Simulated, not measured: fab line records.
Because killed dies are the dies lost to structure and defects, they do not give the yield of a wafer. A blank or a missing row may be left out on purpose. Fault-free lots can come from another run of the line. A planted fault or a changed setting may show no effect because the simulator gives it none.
fab line records	flow nand-harc
record: lots: 24	wafers: 72	last-day: 34
route steps=1302 shown A_CONTACT@1047 A_BLC@1123 A_M0@1147
lots untouched by any fault: they come from a run of this same line in which no faults occurred
start-h: the number of hours between the record's first day and the start of the first shown wafer of the lot	wait-h: how many hours have passed since the lot's step before this one	" unchanged from the row above	L1.1+2: a single row standing in for several wafers	- either no value or no given start	* or withheld: withheld	< > ~ a bound
route shown NAME@n: names a module that has steps shown in the file, with the first one's number in the route	usual: mean and standard deviation over wafers with no fault	same: alike in all rows	chamber/n: place in a boat	sites: readings site by site	_std_site: standard deviation of those values	_edge_site: the outer-site mean with the inner-site mean subtracted	radius-mm: for every site, how far away it sits from the centre of the wafer	mask NAME#n: copy n	behind: the most recent tool/chamber to have shaped the wafer	hold: what put the lot on hold/how long, in hours/how the hold closed	device: transistor that didn't switch, given as n, p or np	end of line: the same wafers' tests at the end of the route	a step without rows: its recipe alone	killed: dies that structure and defects cost at the first sort, which is not the same as the wafer's yield	map: a wafer's dies, x killed, . not, _ none there
set.NAME: the setting as run; set.NAME@STEP: as run at that earlier step	model.NAME: the simulator's own value behind a step, which no gauge read
route steps across a sampled set of lots; one table per step, one row per wafer
services: the hour from which a tool's chamber was out of use, counted from the record's first day as start-h (under 0 if before that day), plus the number of hours and why
== steps ==
step: NHARC_A_CONTACT_ETCH_124
recipe: source-w: withheld	pressure-mtorr: 20	bias-v: withheld	time-s: 140	target-depth-a: 7000	ar-flow-sccm: withheld	c4f8-flow-sccm: withheld	o2-flow-sccm: withheld	chemistry: C4F8/O2/Ar
lot.wafer	tool	chamber	start-h	wait-h	rf-hours-counter-h
L074.1	har-cap-etch-03	1	514.19	-	50
L074.3	"	1	"	"	-
L074.5	"	1	"	"	-
L075.1	har-cap-etch-01	0	515.65	-	0
L075.3	"	1	"	"	-
L075.4	"	0	"	"	-
L076.1	har-cap-etch-01	0	524.13	-	2
L076.4	"	0	"	"	-
L076.6	"	0	"	"	-
L078.4	har-cap-etch-03	0	534.05	-	-
L078.3	"	1	"	"	-
L078.6	"	1	"	"	-
L077.3	har-cap-etch-02	1	541.76	-	-
L077.5	"	1	"	"	-
L077.6	"	0	"	"	-
L079.1	har-cap-etch-03	0	542.71	-	56
L079.4	"	1	"	"	-
L079.5	"	1	"	"	-
L080.2	har-cap-etch-02	1	566.72	-	94
L080.4	"	0	"	"	-
L080.6	"	1	"	"	-
L081.4	har-cap-etch-01	0	574.43	-	-
L081.3	"	1	"	"	-
L081.5	"	1	"	"	-
L082.3	har-cap-etch-02	1	580.72	-	-
L082.5	"	0	"	"	-
L082.6	"	1	"	"	-
L083.2	har-cap-etch-02	0	587.61	-	99
L083.1	"	1	"	"	99
L083.3	"	1	"	"	-
L084.2	har-cap-etch-03	0	594.44	-	67
L084.3	"	0	"	"	-
L084.6	"	0	"	"	-
L085.4	har-cap-etch-03	1	612.81	-	-
L085.5	"	1	"	"	-
L085.6	"	0	"	"	-
L086.2	har-cap-etch-01	0	622.87	-	19
L086.6	"	1	"	"	-
L086.5	"	0	"	"	-
L087.2	har-cap-etch-03	0	638.51	-	74
L087.3	"	1	"	"	-
L087.6	"	1	"	"	-
L088.3	har-cap-etch-02	1	646.94	-	-
L088.4	"	0	"	"	-
L088.6	"	0	"	"	-
L089.3	har-cap-etch-02	1	656.11	-	-
L089.4	"	0	"	"	-
L089.5	"	1	"	"	-
L090.2	har-cap-etch-02	0	672.07	-	112
L090.3	"	0	"	"	-
L090.6	"	0	"	"	-
L091.1	har-cap-etch-03	0	674.03	-	82
L091.4	"	1	"	"	-
L091.6	"	1	"	"	-
L092.4	har-cap-etch-02	0	683.74	-	-
L092.3	"	1	"	"	-
L092.5	"	1	"	"	-
L093.2	har-cap-etch-03	1	683.92	-	83
L093.3	"	0	"	"	-
L093.4	"	1	"	"	-
L094.4	har-cap-etch-03	1	693.19	-	-
L094.5	"	1	"	"	-
L094.6	"	0	"	"	-
L096.1	har-cap-etch-01	1	715.70	-	37
L096.4	"	1	"	"	-
L096.5	"	1	"	"	-
L095.2	har-cap-etch-03	1	718.07	-	89
L095.4	"	0	"	"	-
L095.5	"	1	"	"	-
L097.1	har-cap-etch-01	0	742.81	-	40
L097.3	"	0	"	"	-
L097.5	"	0	"	"	-
step: NHARC_A_CONTACT_ETCH_131
recipe: source-w: withheld	pressure-mtorr: 20	bias-v: 3000	time-s: 197	target-depth-a: 19180	ar-flow-sccm: withheld	c4f8-flow-sccm: withheld	o2-flow-sccm: withheld	chemistry: C4F8/O2/Ar
lot.wafer	tool	chamber	start-h	wait-h	rf-hours-counter-h
L074.1	har-cap-etch-03	1	515.45	0.1	51
L074.3	"	1	"	"	-
L074.5	"	1	"	"	-
L075.1	har-cap-etch-01	0	516.90	0.1	1
L075.3	"	1	"	"	-
L075.4	"	0	"	"	-
L076.1	har-cap-etch-01	0	525.39	0.1	3
L076.4	"	0	"	"	-
L076.6	"	0	"	"	-
L078.4	har-cap-etch-03	0	535.30	0.1	-
L078.3	"	1	"	"	-
L078.6	"	1	"	"	-
L077.3	har-cap-etch-02	1	543.43	0.2	-
L077.5	"	1	"	"	-
L077.6	"	0	"	"	-
L079.1	har-cap-etch-03	0	543.97	0.1	57
L079.4	"	1	"	"	-
L079.5	"	1	"	"	-
L080.2	har-cap-etch-02	1	567.98	0.1	95
L080.4	"	0	"	"	-
L080.6	"	1	"	"	-
L081.4	har-cap-etch-01	0	575.68	0.1	-
L081.3	"	1	"	"	-
L081.5	"	1	"	"	-
L082.3	har-cap-etch-02	1	581.97	0.1	-
L082.5	"	0	"	"	-
L082.6	"	1	"	"	-
L083.2	har-cap-etch-02	0	588.88	0.1	100
L083.1	"	1	"	"	100
L083.3	"	1	"	"	-
L084.2	har-cap-etch-03	0	595.70	0.1	68
L084.3	"	0	"	"	-
L084.6	"	0	"	"	-
L085.4	har-cap-etch-03	1	614.05	0.1	-
L085.5	"	1	"	"	-
L085.6	"	0	"	"	-
L086.2	har-cap-etch-01	0	624.13	0.1	20
L086.6	"	1	"	"	-
L086.5	"	0	"	"	-
L087.2	har-cap-etch-03	0	639.77	0.1	75
L087.3	"	1	"	"	-
L087.6	"	1	"	"	-
L088.3	har-cap-etch-02	1	648.60	0.2	-
L088.4	"	0	"	"	-
L088.6	"	0	"	"	-
L089.3	har-cap-etch-02	1	657.36	0.1	-
L089.4	"	0	"	"	-
L089.5	"	1	"	"	-
L090.2	har-cap-etch-02	0	673.75	0.2	114
L090.3	"	0	"	"	-
L090.6	"	0	"	"	-
L091.1	har-cap-etch-03	0	675.29	0.1	83
L091.4	"	1	"	"	-
L091.6	"	1	"	"	-
L092.4	har-cap-etch-02	0	684.99	0.1	-
L092.3	"	1	"	"	-
L092.5	"	1	"	"	-
L093.2	har-cap-etch-03	1	685.59	0.2	84
L093.3	"	0	"	"	-
L093.4	"	1	"	"	-
L094.4	har-cap-etch-03	1	694.44	0.1	-
L094.5	"	1	"	"	-
L094.6	"	0	"	"	-
L096.1	har-cap-etch-01	1	716.95	0.1	38
L096.4	"	1	"	"	-
L096.5	"	1	"	"	-
L095.2	har-cap-etch-03	1	719.33	0.1	90
L095.4	"	0	"	"	-
L095.5	"	1	"	"	-
L097.1	har-cap-etch-01	0	744.06	0.1	41
L097.3	"	0	"	"	-
L097.5	"	0	"	"	-
step: NHARC_A_CONTACT_ETCH_135
recipe: source-w: withheld	pressure-mtorr: 20	bias-v: 1200	time-s: 311	target-depth-a: 19120	ar-flow-sccm: withheld	c4f8-flow-sccm: withheld	o2-flow-sccm: withheld	chemistry: C4F8/O2/Ar
lot.wafer	tool	chamber	start-h	wait-h	rf-hours-counter-h
L074.1	har-cap-etch-03	0	523.56	0.2	51
L074.3	"	0	"	"	-
L074.5	"	0	"	"	-
L075.1	har-cap-etch-03	1	525.62	0.2	53
L075.3	"	0	"	"	-
L075.4	"	1	"	"	-
L076.1	har-cap-etch-01	0	535.63	0.2	6
L076.4	"	0	"	"	-
L076.6	"	0	"	"	-
L078.4	har-cap-etch-01	1	543.23	0.2	-
L078.3	"	0	"	"	-
L078.6	"	1	"	"	-
L077.3	har-cap-etch-02	0	551.59	0.3	-
L077.5	"	1	"	"	-
L077.6	"	0	"	"	-
L079.1	har-cap-etch-01	1	551.77	0.2	9
L079.4	"	1	"	"	-
L079.5	"	0	"	"	-
L080.2	har-cap-etch-02	0	574.98	0.2	96
L080.4	"	1	"	"	-
L080.6	"	1	"	"	-
L081.3	har-cap-etch-01	1	582.17	0.2	-
L081.4	"	0	"	"	-
L081.5	"	0	"	"	-
L082.3	har-cap-etch-01	0	589.90	0.2	-
L082.5	"	0	"	"	-
L082.6	"	1	"	"	-
L083.1	har-cap-etch-02	1	598.91	0.2	100
L083.2	"	0	"	"	100
L083.3	"	1	"	"	-
L084.2	har-cap-etch-03	0	602.25	0.2	69
L084.3	"	0	"	"	-
L084.6	"	0	"	"	-
L085.4	har-cap-etch-02	0	624.12	0.3	-
L085.6	"	1	"	"	-
L085.5	"	0	"	"	-
L086.2	har-cap-etch-01	0	630.44	0.2	21
L086.5	"	1	"	"	-
L086.6	"	0	"	"	-
L087.2	har-cap-etch-03	0	648.96	0.2	76
L087.3	"	0	"	"	-
L087.6	"	1	"	"	-
L088.4	har-cap-etch-01	0	656.07	0.2	-
L088.3	"	1	"	"	-
L088.6	"	1	"	"	-
L089.3	har-cap-etch-02	0	663.89	0.3	-
L089.4	"	1	"	"	-
L089.5	"	0	"	"	-
L090.2	har-cap-etch-01	1	684.97	0.2	33
L090.3	"	1	"	"	-
L090.6	"	1	"	"	-
L091.1	har-cap-etch-02	0	685.95	0.2	116
L091.4	"	0	"	"	-
L091.6	"	0	"	"	-
L092.4	har-cap-etch-01	0	692.48	0.2	-
L092.3	"	1	"	"	-
L092.5	"	0	"	"	-
L093.2	har-cap-etch-02	1	693.97	0.2	117
L093.3	"	1	"	"	-
L093.4	"	0	"	"	-
L094.4	har-cap-etch-01	0	700.71	0.2	-
L094.5	"	1	"	"	-
L094.6	"	0	"	"	-
L096.1	har-cap-etch-02	1	723.25	0.2	121
L096.4	"	0	"	"	-
L096.5	"	1	"	"	-
L095.2	har-cap-etch-01	0	725.68	0.2	38
L095.4	"	1	"	"	-
L095.5	"	1	"	"	-
L097.1	har-cap-etch-02	1	753.75	0.2	125
L097.3	"	0	"	"	-
L097.5	"	1	"	"	-
step: NHARC_A_CONTACT_ETCH_98
recipe: target-depth-a: 200	over-etch-frac: 0.5	time-s: 10	ion-energy-ev: 250	c4f6-flow-sccm: 25	o2-flow-sccm: 20	ar-flow-sccm: 500	rf-w: 600	bias-w: 500	chemistry: C4F6/O2
usual: drypump-motor-current-A: 5.8/0.45	oes-product-au: 0.958/0.024	rf-vpp-V: 547/3.5	showerhead-plenum-p-Torr: 3.96/0.16	throttle-valve-pct: 26.904/0.0097
lot.wafer	tool	chamber	start-h	wait-h	drypump-motor-current-A	oes-product-au	rf-hours-counter-h	rf-vpp-V	showerhead-plenum-p-Torr	throttle-valve-pct
L074.3	rie-diel-08	1	-	-	6.0	0.948	30	544	3.84	26.907
L074.1	"	2	"	"	5.3	0.942	28	545	3.91	26.901
L074.5	"	0	"	"	6.4	0.965	-	552	4.21	26.908
L075.4	rie-diel-08	1	-	-	6.0	0.959	30	545	3.84	26.906
L075.3	"	3	"	"	5.8	0.949	25	542	3.70	26.903
L075.1	"	0	"	"	6.4	0.959	24	553	4.21	26.892
L076.4	rie-diel-08	3	-	-	5.8	1.002	27	541	3.70	26.920
L076.1	"	0	"	"	6.4	1.008	26	553	4.21	26.888
L076.6	"	0	"	"	6.4	1.000	-	552	4.21	26.932
L078.4	rie-diel-02	3	-	-	5.6	0.948	46	550	4.01	26.893
L078.3	"	0	"	"	6.7	0.932	48	548	4.01	26.897
L078.6	"	0	"	"	6.7	0.940	-	551	4.01	26.890
L079.1	rie-diel-04	1	-	-	6.0	0.968	3	552	4.19	26.902
L079.4	"	3	"	"	6.1	0.964	3	551	4.11	26.893
L079.5	"	0	"	"	5.3	0.973	-	545	3.82	26.887
L077.3	rie-diel-04	2	-	-	6.4	0.950	3	551	4.19	26.908
L077.6	"	0	"	"	5.3	0.980	-	544	3.82	26.909
L077.5	"	1	"	"	6.0	0.976	-	551	4.19	26.915
L080.2	rie-diel-08	0	-	-	6.4	0.943	3	552	4.21	26.907
L080.4	"	2	"	"	5.3	0.937	4	546	3.91	26.907
L080.6	"	1	"	"	6.0	0.946	-	545	3.84	26.901
L081.4	rie-diel-02	3	-	-	5.6	1.002	0	548	4.01	26.901
L081.3	"	0	"	"	6.7	0.987	0	548	4.00	26.895
L081.5	"	0	"	"	6.7	0.984	-	549	4.00	26.912
L082.3	rie-diel-02	0	-	-	6.7	0.992	0	548	4.00	26.914
L082.5	"	1	"	"	5.1	0.975	-	545	3.89	26.909
L082.6	"	2	"	"	5.6	1.001	-	547	3.91	26.887
L083.3	rie-diel-08	3	-	-	5.8	0.950	7	541	3.70	26.906
L083.2	"	0	"	"	6.4	0.956	7	553	4.20	26.904
L083.1	"	1	"	"	5.9	0.936	7	546	3.83	26.894
L084.2	rie-diel-08	2	-	-	5.3	0.924	7	547	3.90	26.905
L084.3	"	3	"	"	5.8	0.933	7	542	3.70	26.910
L084.6	"	2	"	"	5.3	0.926	-	546	3.90	26.908
L085.4	rie-diel-08	0	-	-	6.4	0.937	10	554	4.20	26.895
L085.6	"	2	"	"	5.3	0.935	-	547	3.90	26.900
L085.5	"	3	"	"	5.8	0.937	-	542	3.70	26.907
L086.2	rie-diel-04	3	-	-	6.1	0.976	28	551	4.10	26.911
L086.5	"	2	"	"	6.3	0.969	-	551	4.17	26.903
L086.6	"	3	"	"	6.1	0.976	-	552	4.10	26.906
L087.3	rie-diel-04	2	-	-	6.3	0.945	37	551	4.17	26.909
L087.2	"	1	"	"	6.0	0.938	38	551	4.17	26.921
L087.6	"	2	"	"	6.3	0.938	-	552	4.16	26.905
L088.3	rie-diel-08	1	657.80	0.1	5.9	0.942	16	546	3.83	26.901
L088.4	"	2	"	"	5.3	0.948	-	545	3.90	26.906
L088.6	"	3	"	"	5.8	0.960	-	543	3.69	26.918
L089.4	rie-diel-02	2	-	-	5.5	0.952	28	545	3.90	26.911
L089.3	"	1	"	"	5.1	0.954	29	546	3.87	26.895
L089.5	"	2	"	"	5.5	0.941	-	547	3.89	26.899
L090.3	rie-diel-02	2	-	-	5.5	0.947	37	547	3.89	26.918
L090.2	"	3	"	"	5.6	0.939	35	548	3.99	26.904
L090.6	"	1	"	"	5.1	0.924	-	547	3.87	26.894
L091.1	rie-diel-04	1	-	-	6.0	0.941	49	553	4.16	26.907
L091.4	"	0	"	"	5.3	0.958	46	544	3.80	26.898
L091.6	"	2	"	"	6.3	0.930	-	552	4.16	26.905
L092.4	rie-diel-08	3	-	-	5.8	1.013	25	542	3.69	26.901
L092.3	"	1	"	"	5.9	1.002	21	547	3.83	26.899
L092.5	"	2	"	"	5.3	0.990	-	546	3.89	26.905
L093.2	rie-diel-02	0	-	-	6.7	0.934	38	547	3.98	26.919
L093.3	"	2	"	"	5.6	0.937	39	546	3.89	26.896
L093.4	"	3	"	"	5.6	0.941	38	548	3.98	26.907
L094.4	rie-diel-02	3	-	-	5.6	0.935	40	548	3.98	26.894
L094.5	"	2	"	"	5.5	0.945	-	547	3.89	26.896
L094.6	"	3	"	"	5.6	0.938	-	548	3.98	26.906
L096.1	rie-diel-04	3	725.45	0.1	6.1	0.996	1	552	4.08	26.892
L096.4	"	0	"	"	5.3	0.998	-	545	3.79	26.914
L096.5	"	3	"	"	6.1	0.993	-	549	4.08	26.892
L095.2	rie-diel-04	3	727.50	0.1	6.1	0.963	2	551	4.08	26.892
L095.4	"	3	"	"	6.1	0.956	-	550	4.08	26.906
L095.5	"	1	"	"	6.0	0.956	-	551	4.15	26.898
L097.3	rie-diel-08	1	-	-	6.0	0.943	4	545	3.82	26.920
L097.1	"	2	"	"	5.3	0.951	3	546	3.89	26.893
L097.5	"	1	"	"	5.9	0.945	-	544	3.82	26.888
step: NHARC_A_BLC_ETCH_18
recipe: target-depth-a: 9100	c4f8-flow-sccm: 20	o2-flow-sccm: 10	ar-flow-sccm: withheld	rf-w: 600	bias-w: 1500	chemistry: C4F8/O2/Ar
usual: oes-product-au: 0.948/0.023	rf-vpp-V: 977/6.3
lot.wafer	tool	chamber	start-h	wait-h	oes-product-au	rf-hours-counter-h	rf-vpp-V
L074.3	rie-diel-10	1	-	-	0.918	7	986
L074.1	"	2	"	"	0.929	8	979
L074.5	"	1	"	"	0.919	-	985
L075.3	rie-diel-10	3	-	-	0.960	9	968
L075.1	"	0	"	"	0.956	8	975
L075.4	"	2	"	"	0.954	8	979
L076.1	rie-diel-10	3	-	-	0.926	11	967
L076.4	"	2	"	"	0.933	10	980
L076.6	"	0	"	"	0.925	-	976
L078.3	rie-diel-09	1	-	-	0.971	2	979
L078.4	"	0	"	"	0.991	2	969
L078.6	"	1	"	"	0.973	-	980
L079.1	rie-diel-09	3	-	-	0.930	2	973
L079.4	"	0	"	"	0.952	3	970
L079.5	"	3	"	"	0.936	-	974
L077.3	rie-diel-10	2	-	-	0.985	13	981
L077.5	"	1	"	"	0.948	-	988
L077.6	"	2	"	"	0.977	-	979
L080.2	rie-diel-09	0	-	-	0.935	4	969
L080.4	"	2	"	"	0.941	4	977
L080.6	"	0	"	"	0.936	-	970
L081.3	rie-diel-10	0	-	-	0.920	15	976
L081.4	"	2	"	"	0.939	15	981
L081.5	"	0	"	"	0.923	-	975
L082.3	rie-diel-09	2	-	-	0.974	5	978
L082.6	"	2	"	"	0.977	-	978
L082.5	"	3	"	"	0.978	-	974
L083.2	rie-diel-12	3	-	-	0.938	46	983
L083.3	"	0	"	"	0.930	54	987
L083.1	"	1	"	"	0.936	58	981
L084.2	rie-diel-10	3	-	-	0.963	0	968
L084.3	"	1	"	"	0.991	0	988
L084.6	"	0	"	"	0.959	-	975
L085.4	rie-diel-09	1	-	-	0.932	7	979
L085.5	"	3	"	"	0.923	-	976
L085.6	"	0	"	"	0.934	-	970
L086.2	rie-diel-10	3	-	-	0.994	3	968
L086.6	"	2	"	"	0.951	-	979
L086.5	"	3	"	"	0.996	-	967
L087.3	rie-diel-10	3	-	-	0.936	5	968
L087.2	"	0	"	"	0.919	5	976
L087.6	"	1	"	"	0.925	-	986
L088.4	rie-diel-10	3	-	-	0.969	5	969
L088.3	"	0	"	"	0.965	5	976
L088.6	"	2	"	"	0.952	-	980
L089.4	rie-diel-10	3	-	-	1.004	5	969
L089.3	"	0	"	"	0.980	5	975
L089.5	"	2	"	"	0.960	-	980
L090.2	rie-diel-10	0	-	-	0.976	6	975
L090.3	"	1	"	"	0.967	8	986
L090.6	"	2	"	"	0.965	-	980
L091.4	rie-diel-12	0	-	-	0.977	15	987
L091.1	"	1	"	"	0.965	17	981
L091.6	"	3	"	"	0.988	-	982
L092.3	rie-diel-10	3	-	-	0.922	8	969
L092.4	"	0	"	"	0.926	7	976
L092.5	"	3	"	"	0.922	-	968
L093.4	rie-diel-10	1	-	-	0.932	9	986
L093.3	"	2	"	"	0.920	10	980
L093.2	"	3	"	"	0.935	9	967
L094.4	rie-diel-09	0	-	-	0.981	2	968
L094.6	"	2	"	"	0.963	-	979
L094.5	"	3	"	"	0.951	-	974
L096.1	rie-diel-10	2	-	-	0.930	13	978
L096.4	"	0	"	"	0.937	10	976
L096.5	"	3	"	"	0.935	-	968
L095.2	rie-diel-10	2	-	-	0.937	14	981
L095.4	"	1	"	"	0.935	13	984
L095.5	"	3	"	"	0.952	-	968
L097.1	rie-diel-10	1	-	-	0.930	16	986
L097.3	"	2	"	"	0.926	17	980
L097.5	"	1	"	"	0.934	-	986
step: NHARC_A_M0_CD_MEAS_09
recipe: target-cd-nm: 80	landing-energy-ev: 500
usual: cd-nm: 79.7/0.71
lot.wafer	tool	chamber	start-h	wait-h	cd-nm
L074.1	cd-sem-02	0	532.93	-	79.4
L074.3	"	0	"	"	79.2
L074.5	"	0	"	"	80.1
L075.1	cd-sem-03	0	534.75	-	78.3
L075.3	"	0	"	"	78.6
L075.4	"	0	"	"	78.8
L076.1	cd-sem-03	0	544.95	-	78.5
L076.4	"	0	"	"	78.6
L076.6	"	0	"	"	79.3
L078.3	cd-sem-02	0	552.22	-	78.9
L078.4	"	0	"	"	79.8
L078.6	"	0	"	"	79.5
L079.1	cd-sem-02	0	561.18	-	80.5
L079.4	"	0	"	"	80.6
L079.5	"	0	"	"	80.6
L077.3	cd-sem-01	0	562.15	-	79.8
L077.5	"	0	"	"	81.1
L077.6	"	0	"	"	80.0
L080.2	cd-sem-01	0	583.88	-	79.6
L080.4	"	0	"	"	79.0
L080.6	"	0	"	"	78.9
L081.3	cd-sem-02	0	590.92	-	80.0
L081.4	"	0	"	"	80.1
L081.5	"	0	"	"	80.2
L082.3	cd-sem-01	0	598.52	-	80.0
L082.5	"	0	"	"	80.2
L082.6	"	0	"	"	80.1
L083.1	cd-sem-01	0	607.63	-	79.0
L083.2	"	0	"	"	78.4
L083.3	"	0	"	"	80.3
L084.2	cd-sem-02	0	610.82	-	79.6
L084.3	"	0	"	"	79.3
L084.6	"	0	"	"	79.3
L085.4	cd-sem-02	0	633.22	-	80.5
L085.5	"	0	"	"	79.4
L085.6	"	0	"	"	79.3
L086.2	cd-sem-02	0	640.61	-	80.0
L086.5	"	0	"	"	80.0
L086.6	"	0	"	"	80.1
L087.2	cd-sem-02	0	658.60	-	79.9
L087.3	"	0	"	"	80.5
L087.6	"	0	"	"	78.4
L088.3	cd-sem-01	0	664.82	-	79.7
L088.4	"	0	"	"	80.1
L088.6	"	0	"	"	79.6
L089.3	cd-sem-03	0	673.19	-	79.5
L089.4	"	0	"	"	79.0
L089.5	"	0	"	"	78.8
L090.2	cd-sem-03	0	693.90	-	79.5
L090.3	"	0	"	"	79.6
L090.6	"	0	"	"	79.0
L091.1	cd-sem-03	0	694.77	-	80.5
L091.4	"	0	"	"	79.7
L091.6	"	0	"	"	79.6
L092.3	cd-sem-01	0	700.97	-	78.3
L092.4	"	0	"	"	78.9
L092.5	"	0	"	"	78.3
L093.2	cd-sem-03	0	702.91	-	80.1
L093.3	"	0	"	"	79.9
L093.4	"	0	"	"	81.1
L094.4	cd-sem-03	0	709.36	-	79.7
L094.5	"	0	"	"	80.4
L094.6	"	0	"	"	80.4
L096.1	cd-sem-02	0	732.26	-	79.2
L096.4	"	0	"	"	80.0
L096.5	"	0	"	"	79.9
L095.2	cd-sem-03	0	734.80	-	78.9
L095.4	"	0	"	"	80.0
L095.5	"	0	"	"	79.6
L097.1	cd-sem-03	0	762.94	-	81.0
L097.3	"	0	"	"	79.6
L097.5	"	0	"	"	79.6
== services ==
tool	chamber	start-h	hours	kind
rie-diel-09	-	497.25	9.0	pm
rie-diel-08	-	498.20	0.6	repair
har-cap-etch-01	-	498.26	17.0	pm
har-cap-etch-02	-	535.22	0.4	repair
rie-diel-04	-	536.33	9.0	pm
rie-diel-08	-	545.53	9.0	pm
rie-diel-02	-	574.52	9.0	pm
rie-diel-10	-	596.51	9.0	pm
rie-diel-09	1	616.51	4.3	repair
rie-diel-08	0	646.93	37.9	repair
rie-diel-08	1	666.00	16.1	repair
rie-diel-04	3	673.68	6.7	repair
rie-diel-10	0	685.11	5.4	repair
rie-diel-08	-	709.20	1.4	repair
rie-diel-04	-	711.55	0.3	repair
rie-diel-04	-	713.38	9.0	pm
rie-diel-02	0	716.50	3.6	repair
rie-diel-02	3	717.51	2.5	repair
rie-diel-08	-	722.84	9.0	pm
rie-diel-04	0	743.17	2.8	repair
rie-diel-08	-	744.56	0.5	repair
rie-diel-02	2	748.02	5.4	repair
rie-diel-02	-	751.52	9.0	pm
har-cap-etch-02	-	755.11	17.0	pm
== key ==
fault none
